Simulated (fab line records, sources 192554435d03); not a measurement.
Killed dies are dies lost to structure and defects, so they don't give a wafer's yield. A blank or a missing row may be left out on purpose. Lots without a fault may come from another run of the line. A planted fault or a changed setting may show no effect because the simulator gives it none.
Chamber matching | flow n5_finfet | N5_GATE_CUT_SAC_CAP_01 on ald_sin-03: 4 sister chambers
The step material SiNx, target thk 24 nm, pulse time 1 s, ald cycles 480. 24 wafers are shown with their chamber, then 12 later ones without.

WAFERS WITH THEIR CHAMBER
wafer  | chamber | heater_power_w (W) | precursor_pulse_height_rel
L074.4 | 2       | 812                | 1.018
L074.5 | 2       | 802                | 0.973
L074.6 | 1       | 773                | 1.001
L076.2 | 0       | 995                | 0.982
L076.3 | 1       | 775                | 1.008
L076.5 | 1       | 783                | 1.006
L077.1 | 1       | 768                | 0.992
L077.2 | 3       | 778                | 1.017
L077.3 | 0       | 978                | 0.976
L077.4 | 2       | 790                | 0.982
L077.5 | 1       | 790                | 1.042
L077.6 | 0       | 1017               | 1.017
L079.3 | 2       | 798                | 1.013
L079.4 | 3       | 758                | 1.001
L079.5 | 0       | 1004               | 0.973
L080.2 | 3       | 760                | 0.986
L080.5 | 3       | 772                | 0.988
L080.6 | 0       | 1007               | 0.997
L082.1 | 3       | 783                | 1.004
L082.3 | 2       | 802                | 0.952
L082.5 | 0       | 1000               | 0.988
L083.1 | 2       | 804                | 0.982
L083.3 | 0       | 1020               | 1.028
L083.4 | 3       | 764                | 1.002

SIGNATURES (means of the wafers above)
reading                    | chamber 0 | chamber 1 | chamber 2 | chamber 3 | scatter within a chamber
heater_power_w             | 1003.00   | 777.80    | 801.33    | 769.17    | 10.7
precursor_pulse_height_rel | 0.99443   | 1.00980   | 0.98667   | 0.99967   | 0.0198
Rule: a wafer's distance from a chamber is the root of the sum, over the readings, of the square of ((its reading less the chamber's mean) divided by the reading's scatter). The wafer belongs to the nearest chamber; if the next one is less than 2 further off, it can't be placed. The scatter: the root of (the sum of the squares of (reading less its chamber's mean) over the shown wafers, divided by (wafers less chambers)).

WAFERS WITHOUT THEIR CHAMBER
wafer  | heater_power_w (W) | precursor_pulse_height_rel
L085.1 | 803                | 0.986
L085.2 | 778                | 1.004
L085.6 | 794                | 1.020
L087.1 | 773                | 0.978
L087.2 | 998                | 1.003
L087.3 | 782                | 0.971
L087.4 | 817                | 1.028
L087.5 | 771                | 0.990
L087.6 | 1013               | 0.969
L096.1 | 787                | 0.965
L096.2 | 727                | 0.979
L096.4 | 794                | 0.994

WHICH CHAMBER EACH WENT THROUGH
wafer  | from the rows above          | in truth
L085.1 | 2                            | 2
L085.2 | can't be placed: 1 or 3      | 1
L085.6 | can't be placed: 1 or 2 or 3 | 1
L087.1 | can't be placed: 3 or 1 or 2 | 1
L087.2 | 0                            | 0
L087.3 | can't be placed: 3 or 2 or 1 | 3
L087.4 | can't be placed: 2 or 1      | 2
L087.5 | can't be placed: 3 or 1      | 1
L087.6 | 0                            | 0
L096.1 | can't be placed: 2 or 3 or 1 | 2
L096.2 | can't be placed: 3 or 1      | 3
L096.4 | can't be placed: 2 or 1 or 3 | 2
Placed correctly: 3 of 12. Can't be placed from these rows: 9 (the true chamber is among the candidates in 9). Placed wrongly: 0.
